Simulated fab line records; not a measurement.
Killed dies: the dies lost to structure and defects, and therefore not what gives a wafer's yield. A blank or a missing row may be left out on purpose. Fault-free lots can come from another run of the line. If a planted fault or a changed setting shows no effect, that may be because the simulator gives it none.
Struck lot and sound lot, side by side ; flow nandHarc ; 25 steps out of a route of 1302
Sound: wafers L568.1, L568.3, L568.6. Struck: wafer L575.5 (left out: L575.2, L575.6 of the same lot, which were not struck); the cause appears at the end.
Each step with rows lists, per side, the tool, then ch with its chambers, then its first start. Under that, the readings that differ: sound wafers ; struck wafers ; difference of the means ; sigmas: that difference in standard deviations of wafers without a fault.
alike: words and numbers the same on both sides, and readings whose means are apart by under 2 such deviations; not compared: readings that were withheld, readings missing a value for some wafer, numbers with overlapping values and no deviation given by the record, and bounds like >300 which may hide the same value.
A row with sigmas, a row that says differs or no value, or rows on one side alone: a step with any of these is where the two part. Numbers that don't overlap but have no deviation are shown without sigmas and don't part them. Lack of a reading on every wafer of one side parts them only where that side has two or more wafers.

NHARC_A_CHANNEL_HOLE_D1_ETCH_39: etches the open film in N2/H2, target depth 260 nm, time 325 s.
  sound: rieDiel-12 ch 0,2,3; struck: rieDiel-06 ch 1
  alike: drypumpMotorCurrentA, oesProductAu, rfVppV, showerheadPlenumPTorr, throttleValvePct
  not compared: rfHoursCounterH
NHARC_A_CHANNEL_HOLE_D1_ETCH_34: etches the open film in CF4/CHF3, target depth 154 nm, time 77 s.
  sound: rieDiel-12 ch 0,1,3; struck: rieDiel-06 ch 3
  alike: drypumpMotorCurrentA, oesProductAu, rfVppV, showerheadPlenumPTorr, throttleValvePct
  not compared: rfHoursCounterH
then, 1 step without rows for these wafers: NHARC_A_CHANNEL_HOLE_D1_ETCH_16 (etches the open film in O2/COS, target depth 3100 nm, time 806 s).
NHARC_A_CHANNEL_HOLE_D1_CD_MEAS_18:
  sound: cdSem-02 at day 8 17:49; struck: cdSem-03 at day 11 14:02
  alike: cdNm
then, 2 steps without rows for these wafers: NHARC_A_CHANNEL_HOLE_D1_ETCH_19 (etches the open film in C4F8/O2/Ar, time 34.5 s); NHARC_A_CHANNEL_HOLE_D1_ETCH_20 (etches the open film in C4F8/O2/Ar, time 361.9 s, target depth 1600 nm).
NHARC_A_CHANNEL_HOLE_D1_ETCH_21: etches the open film in C4F8/O2/Ar, time 514.3 s, target depth 1600 nm.
  sound on harEtch-01 ch 0, day 8 18:23; struck on harEtch-02 ch 1, day 11 14:36
  alike: drypumpMotorCurrentA, o2FlowSccm, showerheadPlenumPTorr, throttleValvePct
  not compared: rfHoursCounterH
then, 2 steps without rows for these wafers: NHARC_A_CHANNEL_HOLE_D1_ETCH_22 (etches the open film in C4F8/O2/Ar, time 666.7 s, target depth 1600 nm); NHARC_A_CHANNEL_HOLE_D1_ETCH_23 (etches the open film in C4F8/O2/Ar, time 819 s, target depth 1600 nm).
NHARC_A_CHANNEL_HOLE_D1_ETCH_24: etches the open film in C4F8/O2/Ar, time 906.2 s, target depth 1500 nm.
  sound on harEtch-01 ch 0, day 8 20:08; struck on harEtch-02 ch 1, day 11 16:22
reading;sound;struck;difference;sigmas
o2FlowSccm (sccm);31.37 31.32 31.40;31.12;-0.24;-3
  alike: drypumpMotorCurrentA, showerheadPlenumPTorr, throttleValvePct
  not compared: rfHoursCounterH
then, 2 steps without rows for these wafers: NHARC_A_CHANNEL_HOLE_D1_ETCH_25 (etches the open film in C4F8/O2/Ar, time 1040.2 s, target depth 1500 nm); NHARC_A_CHANNEL_HOLE_D1_ETCH_26 (etches the open film in C4F8/O2/Ar, time 224.1 s, target depth 300 nm).
NHARC_A_CHANNEL_HOLE_D1_ETCH_33: etches the open film in C4F8/O2/Ar, time 90 s, target depth 400 nm.
  sound on harEtch-01 ch 0, day 8 21:53; struck on harEtch-02 ch 1, day 11 18:06
  alike: drypumpMotorCurrentA, o2FlowSccm, showerheadPlenumPTorr, throttleValvePct
  not compared: rfHoursCounterH
then, 3 steps without rows for these wafers: NHARC_A_CHANNEL_HOLE_D1_STRIP_41 (strips in N2/H2); NHARC_A_CHANNEL_HOLE_D1_STRIP_42 (strips in CF4/CHF3); NHARC_A_CHANNEL_HOLE_D1_STRIP_43 (strips in O2/COS).
NHARC_A_CHANNEL_HOLE_D1_ETCH_44: etches the open film in CF4/O2, target depth 140 nm, overetch 14 nm, time 77 s.
  sound on rieDiel-12 ch 2,3, day 8 22:36; struck on rieDiel-06 ch 0, day 11 18:50
reading;sound;struck;difference;sigmas
rfVppV (V);196.2 197.7 195.7;199.4;+2.9;+2
  alike: drypumpMotorCurrentA, o2FlowSccm, oesProductAu, showerheadPlenumPTorr, throttleValvePct
  not compared: rfHoursCounterH
then, 3 steps without rows for these wafers: NHARC_A_CHANNEL_HOLE_D1_STRIP_27 (strips in O2); NHARC_A_CHANNEL_HOLE_D1_PRECLEAN_28 (cleans in SC1); NHARC_A_CHANNEL_HOLE_D1_SRD_29.
NHARC_A_CHANNEL_HOLE_D1_CD_MEAS_30:
  sound: cdSem-01 at day 8 23:23; struck: cdSem-03 at day 11 19:37
  alike: cdNm
then, 1 step without rows for these wafers: NHARC_A_CHANNEL_HOLE_D1_XSEM_31.
NHARC_A_CHANNEL_HOLE_D1_INSPECT_40:
  sound: defectInspect-01 at day 8 23:35; struck: defectInspect-02 at day 11 19:47
reading;sound;struck;difference;sigmas
rawDefectCount;64 43 50;1205;+1153;+43
then, 1 step without rows for these wafers: NHARC_A_CHANNEL_FILL_D1_PRECLEAN_00 (cleans in SC1).
-- break in the record here, with 16 days between the starts of the struck wafers on either side (left off in module A_CHANNEL_FILL_D1, picked up again in module END, where the first step shown is number 1302 on the route) --
NHARC_END_SORT_01:
  at this point the record logs the struck wafers (prober-01 ch 0, day 27 18:12) and has no rows for the sound ones

WHERE THEY PART
Last at NHARC_END_SORT_01 as far as this record goes, first at NHARC_A_CHANNEL_HOLE_D1_ETCH_24.

WHY: the cause the simulator had injected
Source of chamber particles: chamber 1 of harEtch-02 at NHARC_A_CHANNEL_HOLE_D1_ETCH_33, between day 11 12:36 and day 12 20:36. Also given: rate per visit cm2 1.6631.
